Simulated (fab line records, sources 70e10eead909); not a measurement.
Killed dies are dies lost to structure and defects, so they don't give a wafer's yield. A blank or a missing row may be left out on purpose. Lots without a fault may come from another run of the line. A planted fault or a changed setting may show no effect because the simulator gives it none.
Chamber matching | flow nand_harc | NHARC_P_GATE_STRIP_101 on rie_diel-02: 4 sister chambers
The step strips in O2, time 20 s. 4 wafers are shown with their chamber, then 9 later ones without.

WAFERS WITH THEIR CHAMBER
wafer  | chamber | showerhead_plenum_p_Torr (Torr)
L088.5 | 2       | 3.44
L089.2 | 0       | 3.32
L091.2 | 3       | 3.60
L091.5 | 1       | 3.70

WAFERS WITHOUT THEIR CHAMBER
wafer  | showerhead_plenum_p_Torr (Torr)
L093.1 | 3.70
L093.2 | 3.44
L093.6 | 3.32
L096.1 | 3.32
L096.4 | 3.43
L096.6 | 3.70
L095.1 | 3.59
L095.2 | 3.70
L095.5 | 3.59

WHICH CHAMBER EACH WENT THROUGH
wafer  | from the rows above | in truth
L093.1 | 1                   | 1
L093.2 | 2                   | 2
L093.6 | 0                   | 0
L096.1 | 0                   | 0
L096.4 | 2                   | 2
L096.6 | 1                   | 1
L095.1 | 3                   | 3
L095.2 | 1                   | 1
L095.5 | 3                   | 3
Placed correctly: 9 of 9. Can't be placed from these rows: 0. Placed wrongly: 0.
How it was worked out, from the rows above alone: a wafer's distance from a chamber is the root of the sum, over the readings, of the square of ((its reading less the chamber's mean) divided by the reading's scatter). The wafer belongs to the nearest chamber; if the next one is less than 2 further off, it can't be placed. A chamber's mean is the mean of its shown wafers. The scatter: with one shown wafer a chamber, the root of the mean of the squares of how far each hidden wafer lies from its nearest shown one.
